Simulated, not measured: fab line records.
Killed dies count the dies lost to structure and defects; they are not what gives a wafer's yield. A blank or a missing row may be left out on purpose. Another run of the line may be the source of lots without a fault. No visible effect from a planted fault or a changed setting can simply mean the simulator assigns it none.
fab line records	flow nand_harc
record: lots: 6	wafers: 18	last_day: 33
route steps=1302 shown A_CHANNEL_FILL_D2@613 END@1302
lots that met no fault: from a run of the same line without faults
start_h: the number of hours between the record's first day and the start of the first shown wafer of the lot	wait_h: hours since the lot's step before	" identical to the entry in the row above	L1.1+2: a row that stands for several wafers	- no value, or no start given	* or withheld: withheld	< > ~ a bound
route shown NAME@n: NAME is a module with steps in the file, n the number in the route of the first one	usual: average and standard deviation across the fault-free wafers	same: alike in all rows	chamber/n: place in a boat	sites: readings site by site	_std_site: their standard deviation	_edge_site: mean of outer sites minus mean of inner sites	radius_mm: for every site, how far away it sits from the centre of the wafer	mask NAME#n: copy n	behind: the most recent tool/chamber to have shaped the wafer	hold: what put the lot on hold/how long, in hours/how the hold closed	device: whichever transistor did not switch (one of n, p or np)	end of line: tests of these same wafers at the route's end	for a step that has no rows: nothing shown but its recipe	killed: the dies lost at the first sort to structure and to defects; this is not the yield of the wafer	map: the dies of a wafer, with x for killed, . for not killed, _ for no die there
set.NAME: setting as actually run; set.NAME@STEP: the setting as run at that earlier step	model.NAME: the simulator's own value behind a step, which no gauge read
certain route steps with their lots: each step a table, each wafer a row
services: a tool's chamber out of use, with start hour (start_h, from the record's first day; less than 0 if before it), hours out, and reason
== steps ==
step: NHARC_A_CHANNEL_FILL_D2_ALD_03
recipe: target_thk_a: 60	pulse_time_s: 60	ald_cycles: 58	temp_c: 630	pressure_torr: 2	material: SiNx
usual: precursor_pulse_height_rel: 0.999/0.02
same: ald_cycles: 58
lot.wafer	tool	chamber	start_h	wait_h	precursor_pulse_height_rel
L852.1	ald_sin_batch-02	0	-	-	1.005
L852.4	"	0	"	"	1.030
L852.5	"	0	"	"	0.982
L857.1	ald_sin_batch-03	0	-	-	1.018
L857.3	"	0	"	"	1.016
L857.4	"	0	"	"	0.986
L858.3	ald_sin_batch-03	0	-	-	0.996
L858.5	"	0	"	"	0.990
L858.6	"	0	"	"	0.963
L859.2	ald_sin_batch-03	0	-	-	1.029
L859.4	"	0	"	"	1.007
L859.5	"	0	"	"	0.956
L860.2	ald_sin_batch-02	0	-	-	1.022
L860.3	"	0	"	"	1.020
L860.4	"	0	"	"	1.014
L871.1	ald_sin_batch-01	0	-	-	0.985
L871.4	"	0	"	"	1.032
L871.6	"	0	"	"	1.001
step: NHARC_A_CHANNEL_FILL_D2_ALD_14
recipe: target_thk_a: 25	pulse_time_s: 10	ald_cycles: 25	temp_c: 300	material: SiO2
step: NHARC_A_CHANNEL_FILL_D2_ALD_15
recipe: target_thk_a: 20	pulse_time_s: 60	ald_cycles: 19	temp_c: 630	pressure_torr: 2	material: SiNx
usual: precursor_pulse_height_rel: 0.997/0.02
same: ald_cycles: 19
lot.wafer	tool	chamber	start_h	wait_h	precursor_pulse_height_rel
L852.1	ald_sin_batch-02	0	-	-	1.002
L852.4	"	0	"	"	0.961
L852.5	"	0	"	"	0.975
L857.1	ald_sin_batch-02	0	-	-	1.019
L857.3	"	0	"	"	1.012
L857.4	"	0	"	"	0.989
L858.3	ald_sin_batch-01	0	-	-	0.974
L858.5	"	0	"	"	1.019
L858.6	"	0	"	"	1.004
L859.2	ald_sin_batch-01	0	-	-	0.980
L859.4	"	0	"	"	0.998
L859.5	"	0	"	"	1.009
L860.2	ald_sin_batch-02	0	-	-	1.002
L860.3	"	0	"	"	1.014
L860.4	"	0	"	"	1.019
L871.1	ald_sin_batch-02	0	-	-	0.993
L871.4	"	0	"	"	0.982
L871.6	"	0	"	"	1.001
step: NHARC_A_CHANNEL_FILL_D2_ALD_16
recipe: target_thk_a: 15	pulse_time_s: 10	ald_cycles: 15	temp_c: 300	material: SiO2
usual: heater_power_w: 458/57	precursor_pulse_height_rel: 1.003/0.02
same: ald_cycles: 15
lot.wafer	tool	chamber	start_h	wait_h	heater_power_w	precursor_pulse_height_rel
L852.1	ald_hk-01	2	353.11	0.2	538	1.002
L852.4	"	1	"	"	506	0.992
L852.5	"	3	"	"	337	0.989
L857.3	ald_hk-03	2	404.46	0.0	437	0.980
L857.1	"	3	"	"	480	1.014
L857.4	"	1	"	"	404	1.012
L858.3	ald_hk-03	0	417.67	0.0	441	1.011
L858.5	"	0	"	"	429	0.990
L858.6	"	1	"	"	413	0.991
L859.2	ald_hk-01	1	429.27	0.0	495	0.998
L859.4	"	3	"	"	347	1.004
L859.5	"	2	"	"	547	0.973
L860.4	ald_hk-03	1	442.77	0.0	413	1.020
L860.3	"	2	"	"	447	0.987
L860.2	"	3	"	"	473	1.016
L871.1	ald_hk-03	3	548.33	0.1	475	1.000
L871.4	"	0	"	"	414	1.005
L871.6	"	1	"	"	419	1.014
step: NHARC_A_CHANNEL_FILL_D2_ANNEAL_17
recipe: temp_c: 850	time_s: 1800
step: NHARC_A_CHANNEL_FILL_D2_CVD_18
recipe: target_thk_a: 30	temp_c: 550	material: poly-Si
step: NHARC_A_CHANNEL_FILL_D2_ETCHBACK_19
recipe: target_depth_a: 50	time_s: 1.7	hbr_flow_sccm: 150	cl2_flow_sccm: 50	rf_w: 400	icp_w: 400	bias_w: 100	chemistry: HBr/Cl2
step: NHARC_A_CHANNEL_FILL_D2_ETCHBACK_20
recipe: target_depth_a: 270	time_s: 13.5	c4f8_flow_sccm: withheld	o2_flow_sccm: 8	ar_flow_sccm: withheld	rf_w: 600	bias_w: 1500	chemistry: C4F8/O2/Ar
usual: oes_product_au: 0.992/0.02	rf_vpp_V: 980/6.8
lot.wafer	tool	chamber	start_h	wait_h	oes_product_au	rf_hours_counter_h	rf_vpp_V
L852.1	rie_diel-07	0	364.86	-	1.005	9	984
L852.5	"	3	"	"	1.010	-	979
L852.4	"	0	"	"	1.001	-	985
L857.1	rie_diel-13	2	417.57	-	0.993	1	971
L857.3	"	0	"	"	1.009	2	979
L857.4	"	2	"	"	1.009	-	971
L858.3	rie_diel-09	2	430.24	-	0.950	3	974
L858.5	"	3	"	"	0.968	-	969
L858.6	"	0	"	"	0.979	-	972
L859.2	rie_diel-09	0	441.96	-	1.007	4	971
L859.4	"	1	"	"	0.998	4	981
L859.5	"	1	"	"	0.988	-	981
L860.4	rie_diel-13	3	455.20	-	0.975	2	986
L860.2	"	0	"	"	0.977	2	980
L860.3	"	1	"	"	0.943	2	987
L871.1	rie_diel-13	3	558.87	-	0.956	1	988
L871.4	"	2	"	"	0.964	1	971
L871.6	"	3	"	"	0.955	-	988
step: NHARC_A_CHANNEL_FILL_D2_STRIP_28
recipe: time_s: 20	o2_flow_sccm: 500	ar_flow_sccm: 0	bias_w: 0	chemistry: O2
usual: drypump_motor_current_A: 5.8/0.37	oes_product_au: 1.001/0.0091	rf_vpp_V: 58.0/0.97	showerhead_plenum_p_Torr: 3.57/0.17	throttle_valve_pct: 17.038/0.0079
lot.wafer	tool	chamber	start_h	wait_h	drypump_motor_current_A	oes_product_au	rf_hours_counter_h	rf_vpp_V	showerhead_plenum_p_Torr	throttle_valve_pct
L852.1	rie_diel-07	2	364.96	0.1	6.1	0.991	11	60.4	3.80	17.054
L852.5	"	2	"	"	6.1	0.998	-	57.9	3.80	17.053
L852.4	"	3	"	"	6.3	1.013	-	59.5	3.63	17.037
L857.3	rie_diel-13	3	417.68	0.1	5.8	0.995	2	60.7	3.76	17.028
L857.1	"	0	"	"	5.1	1.004	2	56.6	3.55	17.034
L857.4	"	0	"	"	5.1	1.009	-	57.7	3.55	17.046
L858.3	rie_diel-09	2	430.31	0.1	6.1	0.995	3	57.3	3.42	17.052
L858.6	"	2	"	"	6.2	0.997	-	58.7	3.42	17.038
L858.5	"	3	"	"	5.4	1.005	-	57.3	3.30	17.048
L859.2	rie_diel-09	3	442.05	0.1	5.5	1.007	4	57.9	3.30	17.029
L859.4	"	0	"	"	5.9	1.022	4	58.3	3.37	17.021
L859.5	"	3	"	"	5.5	1.005	-	56.3	3.30	17.026
L860.4	rie_diel-13	2	455.30	0.1	5.7	0.997	2	57.5	3.33	17.033
L860.2	"	0	"	"	5.1	1.009	2	57.6	3.55	17.051
L860.3	"	1	"	"	5.4	1.002	2	58.5	3.78	17.048
L871.4	rie_diel-13	2	558.97	0.1	5.7	1.008	1	57.1	3.33	17.036
L871.1	"	0	"	"	5.1	0.994	1	57.5	3.55	17.032
L871.6	"	1	"	"	5.4	0.996	-	57.8	3.78	17.037
step: NHARC_A_CHANNEL_FILL_D2_PRECLEAN_21
recipe: time_s: 30	chemistry: dHF
step: NHARC_A_CHANNEL_FILL_D2_SRD_23
step: NHARC_A_CHANNEL_FILL_D2_CVD_05
recipe: target_thk_a: 50	temp_c: 550	material: poly-Si
step: NHARC_A_CHANNEL_FILL_D2_ANNEAL_22
recipe: temp_c: 620	time_s: 7200
usual: spike_tc_bottom_C: 640.6/2.9	spike_tc_centre_C: 620.4/1.4	spike_tc_lower_C: 620.9/1.7	spike_tc_top_C: 639.0/2.7	spike_tc_upper_C: 619.3/1	tube_center_temp_C: 619.99/0.057	tube_center_temp_C_max: 621.58/0.26
lot.wafer	tool	chamber	start_h	wait_h	spike_tc_bottom_C	spike_tc_centre_C	spike_tc_lower_C	spike_tc_top_C	spike_tc_upper_C	tube_center_temp_C	tube_center_temp_C_max
L852.1	furnace-02	0	372.30	2.9	643.1	619.9	620.2	634.8	618.8	620.09	621.49
L852.4	"	0	"	"	641.7	621.7	619.8	638.1	619.2	619.99	621.75
L852.5	"	0	"	"	642.5	622.1	617.5	637.1	619.4	619.97	621.95
L857.1	furnace-03	0	425.47	3.5	642.4	619.9	622.4	635.6	617.1	619.98	621.59
L857.3	"	0	"	"	643.4	619.7	620.4	636.0	620.2	620.01	621.46
L857.4	"	0	"	"	642.0	617.8	624.1	636.0	617.7	620.04	621.42
L858.3	furnace-03	0	439.43	3.5	627.5	603.1	606.1	623.8	603.5	604.66	606.94
L858.5	"	0	"	"	626.3	605.0	607.6	622.3	603.8	604.69	606.03
L858.6	"	0	"	"	626.8	606.3	607.7	621.5	603.0	604.73	606.00
L859.2	furnace-03	0	449.92	3.5	627.4	604.4	605.3	622.0	604.2	604.7	606.19
L859.4	"	0	"	"	628.8	604.0	606.4	623.1	602.1	604.59	606.42
L859.5	"	0	"	"	628.2	604.2	605.7	622.2	603.7	604.81	606.71
L860.2	furnace-02	0	463.09	3.7	642.8	620.4	618.3	637.2	618.8	619.97	621.79
L860.3	"	0	"	"	641.9	620.7	620.0	636.3	617.3	620.04	621.17
L860.4	"	0	"	"	643.2	622.7	619.7	638.4	620.6	620.05	622.35
L871.1	furnace-02	0	566.08	2.9	642.1	622.5	618.7	636.2	619.8	620.02	621.55
L871.4	"	0	"	"	641.5	621.8	619.3	636.4	618.8	620.04	621.45
L871.6	"	0	"	"	642.6	621.1	618.6	636.4	620.7	620.02	621.51
step: NHARC_END_SORT_01
recipe: temp_c: 25
usual: killed_at_array: 64/16	killed_at_other: 1.0/1.1	killed_at_periphery: 3.5/2.3	killed_dies: 69/17	killed_open: 3.2/1.6	killed_short: 2.4/1.6
same: gross_dies: 677
lot.wafer	tool	chamber	start_h	wait_h	killed_at_array	killed_at_other	killed_at_periphery	killed_dies	killed_open	killed_short
L857.1	prober-01	0	651.40	2.5	62	4	4	70	1	4
L857.3	prober-01	0	653.00	3.1	48	6	3	57	3	4
L857.4	prober-01	0	653.80	3.4	49	2	7	58	3	2
L858.3	prober-02	0	665.70	3.1	60	1	2	63	2	5
L858.5	prober-02	0	667.30	3.7	54	1	5	60	4	2
L858.6	prober-02	0	668.09	4.0	67	2	1	70	5	4
killed by level:class
L857.1 A_SLIT:chamber_film_flake=37 A_CHANNEL_HOLE_D2:chamber_film_flake=8 A_CHANNEL_HOLE_D1:chamber_film_flake=5 A_CONTACT:chamber_film_flake=4 THIN_TSV:chamber_film_flake=4 A_CHANNEL_FILL_D1:chamber_film_flake=3 P_ZERO_WELL:chamber_film_flake=2 P_M2:chamber_film_flake=2
L857.3 A_SLIT:chamber_film_flake=29 A_CHANNEL_HOLE_D2:chamber_film_flake=7 THIN_TSV:chamber_film_flake=6 P_M2:chamber_film_flake=3 A_CHANNEL_HOLE_D2:geometric_particle:open=2 A_CHANNEL_FILL_D2:geometric_particle:short=2 A_ONON_D2:geometric_particle:open=1 A_SGD_CUT:geometric_particle:short=1
L857.4 A_SLIT:chamber_film_flake=28 A_CHANNEL_HOLE_D2:chamber_film_flake=7 P_M2:chamber_film_flake=4 A_CONTACT:chamber_film_flake=4 A_CHANNEL_HOLE_D1:chamber_film_flake=2 A_CHANNEL_FILL_D1:chamber_film_flake=2 A_STAIRCASE:chamber_film_flake=2 THIN_TSV:chamber_film_flake=2
L858.3 A_CHANNEL_HOLE_D1:chamber_film_flake=31 A_CHANNEL_HOLE_D2:chamber_film_flake=18 A_ONON_D2:geometric_particle:short=3 A_SLIT:chamber_film_flake=2 A_WL_FILL:chamber_film_flake=2 A_DECK1_JOINT:geometric_particle:open=1 A_SGD_CUT:geometric_particle:open=1 A_M0:geometric_particle:short=1
L858.5 A_CHANNEL_HOLE_D1:chamber_film_flake=33 A_CHANNEL_HOLE_D2:chamber_film_flake=13 A_M1:chamber_film_flake=5 P_CONTACT:geometric_particle:open=2 P_GATE:chamber_film_flake=2 P_M0:geometric_particle:open=1 A_CHANNEL_FILL_D1:geometric_particle:short=1 A_DECK1_JOINT:geometric_particle:open=1
L858.6 A_CHANNEL_HOLE_D1:chamber_film_flake=31 A_CHANNEL_HOLE_D2:chamber_film_flake=21 A_WL_FILL:geometric_particle:short=2 A_SLIT:chamber_film_flake=2 A_WL_FILL:chamber_film_flake=2 THIN_TSV:chamber_film_flake=2 A_CHANNEL_FILL_D1:geometric_particle:short=1 A_CHANNEL_FILL_D1:geometric_particle:open=1
== services ==
tool	chamber	start_h	hours	kind
rie_diel-13	0	321.01	-	clean
rie_diel-07	0	339.75	4.4	repair
rie_diel-13	-	342.00	9.0	pm
rie_diel-07	1	351.24	18.8	repair
rie_diel-07	0	352.07	4.7	repair
rie_diel-07	0	367.15	3.6	repair
ald_sin_batch-01	-	370.41	12.8	repair
rie_diel-13	2	379.69	4.1	repair
rie_diel-13	1	403.31	17.0	repair
ald_hk-01	-	404.67	0.7	repair
rie_diel-07	-	408.07	0.4	repair
rie_diel-09	-	436.53	0.5	repair
rie_diel-09	2	448.95	2.7	repair
rie_diel-07	1	455.60	10.1	repair
rie_diel-13	-	456.43	0.1	repair
rie_diel-09	-	469.42	0.8	repair
rie_diel-07	-	471.20	9.0	pm
rie_diel-09	0	474.54	44.7	repair
rie_diel-09	-	497.13	9.0	pm
ald_sin_batch-01	-	506.00	26.0	pm
rie_diel-13	2	508.51	3.1	repair
rie_diel-13	-	519.00	9.0	pm
rie_diel-09	0	522.43	21.1	repair
rie_diel-07	2	563.04	10.5	repair
== key ==
first_sign: step: NHARC_A_CHANNEL_FILL_D2_ANNEAL_22	reading: tube_center_temp_C	direction: down	sigmas: 99+	usual: *	struck: *
effect: step: NHARC_A_CHANNEL_FILL_D2_ANNEAL_22	reading: tube_center_temp_C_max	direction: down	sigmas: 58	usual: *	struck: *
met_at NHARC_A_CHANNEL_FILL_D2_ANNEAL_22
struck_wafers L858.3,L858.5,L858.6,L859.2,L859.4,L859.5
tester_left_out L858,L859
onset_between 425.47 439.43
fault: kind: process_parameter_drift	tool: furnace-03	chamber: -	onset_h: 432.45	steps: NHARC_A_CHANNEL_FILL_D2_ANNEAL_22	channel: temp_c	offset: *	shape: step	end_h: 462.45	acts_in: *	stated: *
tester_left_out: of these lots the tester's yield and bins aren't shown, on N5 and GAA mostly nor the transistor test; their killed dies are dies lost to structure and defects alone, not to doping, threshold or leakage, so they don't give the yield
